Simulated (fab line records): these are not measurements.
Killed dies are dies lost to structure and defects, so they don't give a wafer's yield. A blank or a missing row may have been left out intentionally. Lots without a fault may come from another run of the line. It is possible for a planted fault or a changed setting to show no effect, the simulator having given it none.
Chamber matching	flow n5-finfet	3 sister chambers for N5_BEOL_M8_DEP_56 on pecvd-01
The step deposits SiCN from 3MS/NH3, target thk 10 nm, time 17.5 s. 3 wafers are shown with their chamber, then 12 later ones without.

## WAFERS PAIRED WITH THEIR CHAMBERS
wafer	chamber	showerhead-plenum-p-Torr (Torr)
L092.1	2	3.668
L092.2	0	3.653
L092.4	1	3.676

## WAFERS WITH NO CHAMBER GIVEN
wafer	showerhead-plenum-p-Torr (Torr)
L094.1	3.673
L094.2	3.653
L094.3	3.660
L094.4	3.655
L094.5	3.668
L094.6	3.679
L095.2	3.653
L095.3	3.669
L095.5	3.672
L097.3	3.664
L097.4	3.668
L097.6	3.668

## WHICH CHAMBER EACH ONE RAN IN
wafer	from the rows above	in truth
L094.1	can't be placed: 1 or 2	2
L094.2	0	0
L094.3	can't be placed: 0 or 2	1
L094.4	0	0
L094.5	2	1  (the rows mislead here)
L094.6	1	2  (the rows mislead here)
L095.2	0	0
L095.3	2	2
L095.5	can't be placed: 1 or 2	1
L097.3	2	2
L097.4	2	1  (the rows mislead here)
L097.6	2	2
Correct placement for 6 of the 12. Cannot be placed on the basis of these rows: 3; the candidates contain the true chamber in 2. Placed wrongly: 3.
How it was worked out, from the rows above alone: a wafer's distance from a chamber is the root of the sum, over the readings, of the square of ((its reading less the chamber's mean) divided by the reading's scatter). The wafer belongs to the nearest chamber; if the next one is less than 2 further off, it can't be placed. Each chamber's mean is taken over the wafers shown for it. The scatter: root of mean squared gap, hidden wafer to nearest shown wafer, with one shown wafer a chamber.
